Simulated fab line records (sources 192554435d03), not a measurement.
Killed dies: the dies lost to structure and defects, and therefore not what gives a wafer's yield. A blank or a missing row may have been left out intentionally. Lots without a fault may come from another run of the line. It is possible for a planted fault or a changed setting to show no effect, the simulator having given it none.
Chamber matching ; flow n5 finfet ; N5_SPACER0_ALD_08 on ald sin-04: 4 sister chambers
The step deposits SiNx, target thk 2 nm. 20 wafers are shown with their chamber, then 10 later ones without.

WAFERS, EACH WITH ITS CHAMBER
wafer;chamber;heater power w (W);chamber pressure Torr (Torr)
L075.2;2;774;2.000
L075.4;3;735;2.004
L075.6;1;792;2.003
L076.1;1;775;1.999
L076.4;2;756;2.003
L076.6;2;780;2.002
L077.1;3;722;2.001
L077.2;0;763;2.002
L077.5;2;744;2.001
L080.1;0;744;1.993
L080.2;1;761;2.002
L080.5;1;769;1.999
L083.1;1;749;2.000
L083.5;0;693;2.004
L083.6;3;763;1.999
L087.3;0;678;2.003
L087.4;2;733;2.003
L087.6;1;754;2.003
L090.2;0;683;2.000
L090.4;2;720;2.005

SIGNATURES (averages over the wafers above)
reading;chamber 0;chamber 1;chamber 2;chamber 3;scatter within a chamber
heater power w;712.20;766.67;751.17;740.00;26
chamber pressure Torr;2.00040;2.00100;2.00233;2.00133;0.00277
Rule: a wafer's distance from a chamber is the root of the sum, over the readings, of the square of ((its reading less the chamber's mean) divided by the reading's scatter). If the next closest chamber is less than 2 further off than the closest, the wafer can't be placed; otherwise it belongs to the closest. How the scatter is found: for the shown wafers, subtract from each reading the mean of its chamber, square and add these, divide the total by (wafers less chambers), then take the root.

WAFERS WITHOUT THEIR CHAMBER
wafer;heater power w (W);chamber pressure Torr (Torr)
L090.5;762;2.006
L091.1;717;1.994
L091.3;679;2.006
L091.4;776;2.004
L092.2;786;1.999
L092.3;784;1.996
L092.4;684;1.990
L096.1;765;1.999
L096.3;680;2.007
L096.6;725;2.002

WHICH CHAMBER EACH ONE RAN IN
wafer;from the rows above;in truth
L090.5;can't be placed: 2 or 1 or 3 or 0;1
L091.1;can't be placed: 0 or 3 or 1 or 2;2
L091.3;can't be placed: 0 or 3 or 2 or 1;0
L091.4;can't be placed: 2 or 1 or 3 or 0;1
L092.2;can't be placed: 1 or 2 or 3 or 0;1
L092.3;can't be placed: 1 or 3 or 2 or 0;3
L092.4;can't be placed: 0 or 3 or 1 or 2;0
L096.1;can't be placed: 1 or 3 or 2 or 0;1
L096.3;can't be placed: 0 or 3 or 2 or 1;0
L096.6;can't be placed: 3 or 0 or 2 or 1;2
0 of 10 placed correctly. These rows do not allow placing 10 (true chamber among the candidates in 10). 0 placed wrongly.
